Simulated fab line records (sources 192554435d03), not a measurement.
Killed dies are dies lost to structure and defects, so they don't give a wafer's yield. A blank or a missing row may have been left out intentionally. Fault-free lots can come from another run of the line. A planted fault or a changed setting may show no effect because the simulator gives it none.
A struck lot beside a sound one	flow n5-finfet	16 steps out of a route of 1938
Sound: the wafers L373.1, L373.4, L373.6. Wafers struck: L376.1, L376.4, L376.6. The cause comes at the end.
At each step with rows: each side's tool, then ch and its chambers, then its first start. Under that, the readings that differ: sound wafers	struck wafers	difference of the means	sigmas: that difference in standard deviations of wafers without a fault.
alike: words and numbers the same on both sides, and readings whose means are apart by under 2 such deviations; not compared: readings that were withheld, readings missing a value for some wafer, numbers with overlapping values and no deviation given by the record, and bounds like >300 which may hide the same value.
A row with sigmas, a row that says differs or no value, or rows on one side alone: a step with any of these is where the two part. When numbers do not overlap yet have no deviation, they are printed without sigmas and do not part them. A reading that every wafer of one side lacks parts them only if that side has two wafers or more.

N5_DUMMY_GATE_ETCH_42: etches SiO2 in CHF3/O2, target depth 3.5 nm, time 31 s.
  sound on rie-diel-03 ch 0,1, day 4 04:45; struck on rie-diel-01 ch 0,2, day 5 01:58
  alike: drypump-motor-current-A, mfc-ar-sccm, oes-product-au, rf-fwd-power-W, rf-vpp-V, showerhead-plenum-p-Torr, throttle-valve-pct
  not compared: rf-hours-counter-h
N5_DUMMY_GATE_STRIP_48: strips in N2/H2, time 20 s.
  sound on rie-diel-03 ch 0,1, day 4 04:48; struck on rie-diel-01 ch 0,2, day 5 02:01
  alike: drypump-motor-current-A, h2-flow-sccm, oes-product-au, rf-vpp-V, showerhead-plenum-p-Torr, throttle-valve-pct
  not compared: rf-hours-counter-h
then, 5 steps without rows for these wafers: N5_DUMMY_GATE_PRECLEAN_33 (cleans in dHF, time 10 s); N5_DUMMY_GATE_PRECLEAN_25 (cleans in O3/DIW, time 45 s); N5_DUMMY_GATE_PRECLEAN_51 (cleans in SC2, time 45 s); N5_DUMMY_GATE_SRD_26 (time 30 s); N5_DUMMY_GATE_UV_OZONE_45 (time 120 s).
N5_DUMMY_GATE_INSPECT_27: inspects for defects (brightfield).
  sound: defect-inspect-01 at day 4 04:59; struck: defect-inspect-01 at day 5 02:11
  alike: raw-defect-count
N5_SPACER0_ALD_07: deposits SiNx, target thk 2 nm.
  sound on ald-sin-03 ch 1,2, day 4 06:02; struck on ald-sin-02 ch 1,3, day 5 02:43
  alike: heater-power-outer-w, heater-power-w
N5_SPACER0_ALD_00: deposits SiOCN, target thk 3.5 nm, pulse time 3 s, purge time 2 s.
  sound on ald-sin-03 ch 0,1,2, day 4 06:11; struck on ald-sin-02 ch 1,3, day 5 02:52
  alike: heater-power-outer-w, heater-power-w, precursor-pulse-height-rel
N5_SPACER0_ALD_08: deposits SiNx, target thk 2 nm.
  sound on ald-sin-03 ch 1,2, day 4 06:27; struck on ald-sin-02 ch 1,3, day 5 03:08
  alike: heater-power-outer-w, heater-power-w
N5_SPACER0_INSPECT_04: inspects for defects (darkfield).
  sound: defect-inspect-01 at day 4 06:36; struck: defect-inspect-01 at day 5 03:17
  alike: raw-defect-count
N5_SD_EPI_N_COAT_32: time 60 s, resist thk 350 nm.
  sound on litho-track-04 ch 0, day 4 06:38; struck on litho-track-03 ch 0, day 5 03:19
reading	sound	struck	difference	sigmas
resist-line-temp-C (C)	23.14 23.31 23.35	22.98 22.81 22.99	-0.34	-3
spin-speed-rpm (rpm)	1499.4 1500.9 1499.4	1662.6 1663.0 1661.7	+162.5	+99 or more
model.SOC_of_SD_EPI_N_COAT_32.thk-nm (nm)	350.2 350.4 349.6	332.8 333.4 333	-17.0	
  alike: heater-power-total-W
then, 1 step without rows for these wafers: N5_SD_EPI_N_COAT_33 (time 60 s, resist thk 35 nm).
-- record jumps: 5 days separate the struck wafers' starts on either side; left off in module SD_EPI_N, taken up again in module BEOL_M4, whose first shown step is the route's number 1111 --
N5_BEOL_M4_RC_MEAS_101:
  sound on prober-02 ch 0, day 9 03:15; struck on prober-02 ch 0, day 9 17:52
  alike: DIBL_N, DIBL_P, IOFF_N, IOFF_P, ION_N, ION_P, SS_N, SS_P, VT_N, VT_P
-- here the record skips 4 days between the struck wafers' starts before and after, leaving off in module BEOL_M4 and picking up in module PASSIVATION (first step shown: number 1936 of the route) --
N5_PASSIVATION_PROBE_49:
  the record has rows for the struck wafers here (prober-02, day 13 20:56) and none for the sound ones

WHERE THEY PART
At N5_SD_EPI_N_COAT_32 first; at N5_PASSIVATION_PROBE_49 last (within this record only).

WHY: whatever the simulator had introduced
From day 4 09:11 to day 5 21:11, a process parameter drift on litho-track-03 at N5_SD_EPI_N_COAT_32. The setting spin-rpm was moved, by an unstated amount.
